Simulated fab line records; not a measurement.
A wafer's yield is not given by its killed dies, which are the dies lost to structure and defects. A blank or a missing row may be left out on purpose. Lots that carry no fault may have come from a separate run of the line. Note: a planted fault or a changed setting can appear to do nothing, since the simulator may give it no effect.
Which of the tools did it?	flow nand harc	6 lots with 18 wafers sampled at 2 steps, on a route of 1302 steps

== WHAT THE GAUGES SHOWED, per wafer ==
NHARC_A_START_INSPECT_01.
lot	measured	on	raw defect count
L343	day 7 16:06	defect inspect-02	4 3 1
L345	day 8 09:49	defect inspect-01	6 3 2
L348	day 9 16:43	defect inspect-01	1 4 3
L352	day 11 05:07	defect inspect-02	0 3 3
L353	day 11 18:22	defect inspect-02	5 4 5
L363	day 16 00:20	defect inspect-02	0 5 5

== TOOL THAT RAN EACH LOT (tool first, then ch and the chambers of the sampled wafers, then the start) ==
lot	NHARC_P_BONDPAD_ACTIVATE_29
L343	rie diel-13 ch 1,2,3, day 7 15:44
L345	rie diel-08 ch 0,1,2, day 8 09:25
L348	rie diel-13 ch 1,3, day 9 16:19
L352	rie diel-08 ch 0,1,2, day 11 04:43
L353	rie diel-13 ch 0,1, day 11 17:57
L363	rie diel-11 ch 0,2,3, day 15 23:56
- NHARC_P_BONDPAD_ACTIVATE_29: chemistry N2, time 60 s.

== THE ANSWER, worked out from the rows above alone ==
Rule: the usual values come from the lots themselves. The widest of any qualifying gaps counts: lots, ordered by their means at a reading, are off when they make up no more than a third of the lots, leave a main group of 4 or more, and stand apart from it by 3 or more times the standard deviation of that group's means. A main group whose means are all the same, to the digits that the tables above print for the reading, isn't used. A lot without any number at a reading at which 4 lots or more have one is off too. The other lots that the step has rows for count as sound.
No lot is off at any reading shown: from this, nothing can be told.

== WHAT HAD BEEN PUT IN BY THE SIMULATOR ==
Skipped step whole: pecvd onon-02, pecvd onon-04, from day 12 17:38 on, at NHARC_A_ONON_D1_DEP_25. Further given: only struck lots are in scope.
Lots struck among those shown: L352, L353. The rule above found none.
